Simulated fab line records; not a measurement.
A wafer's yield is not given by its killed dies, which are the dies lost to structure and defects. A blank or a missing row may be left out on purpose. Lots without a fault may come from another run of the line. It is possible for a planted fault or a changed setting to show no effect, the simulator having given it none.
Problem report in the 8D (eight disciplines) form, filled by code + flow nandHarc + the parts of the form that need people (team, actions taken, sign-off) are left out

## 1. WHAT WENT WRONG
Mean of thkNm at NHARC_A_ONON_D1_THK_MEAS_30: 1528 nm across 2 wafers in 2 lots; on wafers with no fault it is 999 nm (standard deviation 10). Measured from the usual mean, that is +53 standard deviations.
The step: measures by ellipsometry.
First seen on wafer L109.6, day 15 06:28, on filmMetro-02. At this step, 38 wafers from 14 lots have a number in the record. Rule for "out", or "out of limits": more than 4 standard deviations from the usual mean. Any other wafer with a number is counted as sound.

## 2. WHAT IT IS, WHAT IT ISN'T
| question                    | is                         | is not                                                                          |
|-----------------------------|----------------------------|---------------------------------------------------------------------------------|
| which readings at this step | thkNm                      | -                                                                               |
| which lots                  | L109, L111                 | L100, L101, L102, L106, L112, L114, L116, L994, L995, L997, L998, L999          |
| which wafers of those lots  | all that have a number     | -                                                                               |
| read on which gauges        | filmMetro-01, filmMetro-02 | -                                                                               |
| when                        | from day 15 06:28          | up to then (27 sound wafers); but 9 sound wafers of L112, L114, L116 came after |

## 3. THE SUSPECTS, EACH WITH WHAT RULES IT OUT
Counting: a tool at a process step up to the reading stays a suspect if it ran every lot that is out and no sound lot after the first of them.
- the gauge at NHARC_A_ONON_D1_THK_MEAS_30 is ruled out. Those wafers that are out were read across 2 gauges (filmMetro-01, filmMetro-02).
- pecvdOnon-03 at NHARC_A_ONON_D1_DEP_28 (target thk 1000 nm): kept. It ran every lot that is out, first L109 (day 15 06:14), and no sound lot after that; its last sound lot up to then is L106 (day 13 15:43).
The count leaves pecvdOnon-03 at NHARC_A_ONON_D1_DEP_28.

## 4. THE CAUSE (what the simulator had put in)
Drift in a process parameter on pecvdOnon-03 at NHARC_A_ONON_D1_DEP_28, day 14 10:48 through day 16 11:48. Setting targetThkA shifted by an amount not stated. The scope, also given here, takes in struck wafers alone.
Only this tool survived the counting.

## 5. SEQUENCE OF EFFECTS, ordered by route
Each row: a reading where the mean over the struck wafers with a number is more than 3 standard deviations away from the usual. Only readings for which the record gives a usual standard deviation are gone through. hours: the time from each lot's start at the first step in this table that gives one to its start at this step, as a median over the lots. sigmas: the change in usual standard deviations.
| hours | step                        | reading | usual  | on struck wafers | change | sigmas |
|-------|-----------------------------|---------|--------|------------------|--------|--------|
| 0     | NHARC_A_ONON_D1_THK_MEAS_30 | thkNm   | 999 nm | 1528             | +530   | +53    |

## 6. HOW IT WOULD HAVE BEEN CAUGHT EARLIER
20 hours passed between the start of the fault at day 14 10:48 and the first reading out of limits at a measuring or inspecting step in this record, taken at day 15 06:28.
Tool readings at NHARC_A_ONON_D1_DEP_28 with a usual standard deviation given in the record: none out on any struck wafer, hence no alarm at a limit of 4 standard deviations on them.
L111, from the lots that are out (2), started NHARC_A_ONON_D1_DEP_28 on pecvdOnon-03 later than day 15 06:28. It would have been spared by a hold on the tool at that moment.
